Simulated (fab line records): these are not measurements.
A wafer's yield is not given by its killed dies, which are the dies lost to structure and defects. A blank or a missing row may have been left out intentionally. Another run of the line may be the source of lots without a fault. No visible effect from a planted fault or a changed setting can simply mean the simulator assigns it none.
Code-filled problem report in 8D (eight disciplines) form / flow n5_finfet / the parts of the form that need people (team, actions taken, sign-off) are left out

## 1. WHAT IS WRONG
raw_defect_count at N5_BEOL_M3_INSPECT_30 reads a mean of 1488 on 6 wafers of 2 lots; wafers without a fault read 409 with a standard deviation of 84. That puts it +13 standard deviations away from the usual mean.
The step: inspects for defects (brightfield).
Earliest sighting: wafer L354.2 on defect_inspect-02 at day 12 18:45. The record has a number at this step for 24 wafers belonging to 8 lots. By rule, "out" or "out of limits" means more than 4 standard deviations away from the usual mean. The rest of the wafers with a number are treated as sound.

## 2. WHAT IT IS; WHAT IT IS NOT
question=which readings at this step; is=raw_defect_count; is not=-
question=which lots; is=L354, L355; is not=L332, L339, L341, L343, L347, L350
question=which wafers of those lots; is=all that have a number; is not=-
question=read on which gauges; is=defect_inspect-01, defect_inspect-02; is not=-
question=when; is=from day 12 18:45; is not=up to then (18 sound wafers)

## 3. SUSPECTS, AND WHAT RULES EACH OUT
Counting: a tool stays on the suspect list if, at a process step up to the reading, it processed all lots that are out and no sound lot following the first of them.
- the gauge at N5_BEOL_M3_INSPECT_30 has been ruled out. Those wafers that are out were read across 2 gauges (defect_inspect-01, defect_inspect-02).
- rie_diel-06 at N5_BEOL_M3_ETCH_64 (etches SOC in N2/H2, target depth 75 nm, overetch 15 nm, time 112.5 s): kept. It ran every lot that is out, first L354 (day 12 18:00), and no sound lot after that; its last sound lot up to then is L350 (day 11 14:16).
- rie_diel-06 at N5_BEOL_M3_STRIP_66 (strips in CF4): kept. It ran every lot that is out, first L354 (day 12 18:08), and no sound lot after that; its last sound lot up to then is L350 (day 11 14:23).
Remaining after the count are rie_diel-06 at N5_BEOL_M3_ETCH_64 and rie_diel-06 at N5_BEOL_M3_STRIP_66.

## 4. THE CAUSE (what the simulator had put in)
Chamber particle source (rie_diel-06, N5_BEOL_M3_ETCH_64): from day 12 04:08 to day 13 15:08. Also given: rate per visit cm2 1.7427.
This tool is one of the 2 suspects left after counting.

## 5. THE CHAIN OF EFFECTS, in route order
Each row: a reading where the mean over the struck wafers with a number is more than 3 standard deviations away from the usual. Scope: only readings with a usual standard deviation given in the record; hours: median across lots of the time from each lot's start at the first step in this table that gives one to its start at this step; sigmas: change in usual standard deviations.
hours=0; step=N5_BEOL_M3_INSPECT_30; reading=raw_defect_count; usual=409; on struck wafers=1488; change=+1080; sigmas=+13
hours=120; step=N5_PASSIVATION_PROBE_49; reading=defect_limited_yield; usual=91.0 %; on struck wafers=83.1; change=-7.9; sigmas=-5.6
hours=120; step=N5_PASSIVATION_PROBE_49; reading=killed_at_M0_to_M3; usual=36; on struck wafers=131; change=+95; sigmas=+8.7
hours=120; step=N5_PASSIVATION_PROBE_49; reading=killed_dies; usual=106; on struck wafers=200; change=+94; sigmas=+5.5
hours=120; step=N5_PASSIVATION_PROBE_49; reading=killed_on_rim; usual=14; on struck wafers=27; change=+13; sigmas=+3.4
hours=120; step=N5_PASSIVATION_PROBE_49; reading=sort_bin_5_function; usual=5.2 %; on struck wafers=9.9; change=+4.7; sigmas=+4.7
hours=120; step=N5_PASSIVATION_PROBE_49; reading=sort_n_pass; usual=1074; on struck wafers=980; change=-94; sigmas=-5.2
hours=120; step=N5_PASSIVATION_PROBE_49; reading=sort_yield_pct; usual=91.0 %; on struck wafers=83.1; change=-7.9; sigmas=-4.9
It contains these process steps:
- N5_PASSIVATION_PROBE_49
At these later measuring or inspecting steps, every struck wafer for which the step has a row has a number for every such reading, and none has moved that far: N5_BEOL_M4_RC_MEAS_101.

## 6. WHAT WOULD HAVE CAUGHT IT SOONER
15 hours passed between the start of the fault at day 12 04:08 and the first reading out of limits at a measuring or inspecting step in this record, taken at day 12 18:45.
Of the tool readings at N5_BEOL_M3_ETCH_64 for which the record gives a usual standard deviation, none was out on any struck wafer, so an alarm limit of 4 standard deviations on them would not have fired.
Among the 2 lots that are out, L355 began N5_BEOL_M3_ETCH_64 on rie_diel-06 after day 12 18:45. It would have been spared by a hold on the tool at that moment.
